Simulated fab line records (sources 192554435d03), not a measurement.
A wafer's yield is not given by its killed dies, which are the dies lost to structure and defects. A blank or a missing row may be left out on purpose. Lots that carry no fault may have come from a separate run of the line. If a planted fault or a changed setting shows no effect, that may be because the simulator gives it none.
A single fault, viewed from 3 desks -- flow n5-finfet -- only its own numbers are on each desk; what lay behind them is given at the end

## THE DEFECT DESK
Per lot, the means of the sampled wafers with a number show what the inspections along the route counted. Any lot whose mean is over 4 standard deviations away from the usual mean is out of limits and marked OUT; that distance is given in the brackets.
Columns: A = raw-defect-count at N5_FIN_SAQP_INSPECT_40, usual 239; B = raw-defect-count at N5_FIN_CUT_INSPECT_10, usual 43
lot,first seen here,A,B
L765,day 4 20:40,281,51
L767,day 5 08:03,358,57
L768,day 5 15:08,208,37
L770,day 6 03:22,205,40
L773,day 6 21:29,247,42
L775,day 7 08:07,332,59
Finding of this desk: none of the 6 lots has anything out of limits.

## TOOL OWNER'S DESK, litho-track-04
The tool's own readings at N5_FIN_CUT_COAT_02 (resist thk 30 nm): means of the sampled wafers that have a number, for each lot that ran on this tool. Any lot whose mean is over 4 standard deviations away from the usual mean is out of limits and marked OUT; that distance is given in the brackets.
Columns: A = dispense-pressure-kPa at N5_FIN_CUT_COAT_02, usual 51.3 kPa; B = spin-speed-rpm at N5_FIN_CUT_COAT_02, usual 1499.9 rpm
lot,first seen here,A,B
L765,day 4 20:42,49.0,1499.5
L767,day 5 08:05,49.0,1748.4 (+99 or more) OUT
L768,day 5 15:10,49.0,1748.0 (+99 or more) OUT
This desk's finding: out of limits on L767, L768; first on L767, day 5 08:05 (spin-speed-rpm at N5_FIN_CUT_COAT_02). In limits: L765.

## AT THE METROLOGY DESK
Means of the sampled wafers that have a number, per lot and without regard to the tool the lot ran on: this is what the gauges read. Any lot whose mean is over 4 standard deviations away from the usual mean is out of limits and marked OUT; that distance is given in the brackets. Only the readings that lie furthest out on some lot appear, 7 of the 14 it has.
Columns: A = cd-nm at N5_FIN_CUT_CD_MEAS_08, usual 29.00 nm; B = DIBL_N at N5_BEOL_M4_RC_MEAS_101, usual 37.2 mV/V; C = DIBL_P at N5_BEOL_M4_RC_MEAS_101, usual 37.3 mV/V; D = ION_N at N5_BEOL_M4_RC_MEAS_101, usual 680 uA/um; E = ION_P at N5_BEOL_M4_RC_MEAS_101, usual 466 uA/um; F = VT_N at N5_BEOL_M4_RC_MEAS_101, usual 249 mV; G = VT_P at N5_BEOL_M4_RC_MEAS_101, usual -248 mV
lot,first seen here,A,B,C,D,E,F,G
L765,day 4 20:32,29.01,38.2,36.3,676,460,250,-249
L767,day 5 07:56,29.09,37.3,37.3,670,460,250,-248
L768,day 5 15:01,29.31,40.4,40.2,687,465,247,-245
L770,day 6 03:14,29.33,37.7,39.4,697,483,246,-245
L773,day 6 21:21,28.91,36.8,36.5,667,459,254,-253
L775,day 7 07:59,28.66,36.5,36.8,683,463,249,-252
Finding of this desk: none of the 6 lots has anything out of limits.

## TAKEN TOGETHER
On L767, L768, at day 5 08:05, an alarm was possible from the tool owner's desk.
The defect desk saw nothing out of limits.
At the metrology desk, nothing out of limits was observed.
The defect desk has L767, L768 on record, within its limits.
The metrology desk holds a record of L767, L768, inside its limits.
Of the lots named, all ran N5_FIN_CUT_COAT_02 on litho-track-04.

## WHAT THE SIMULATOR PUT IN
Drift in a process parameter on litho-track-04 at N5_FIN_CUT_COAT_02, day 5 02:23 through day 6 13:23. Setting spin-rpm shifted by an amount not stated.
Shown lots that were struck: L767, L768.
Delay in hours, fault start to first out-of-limits reading, by desk: the tool owner's desk at 6.
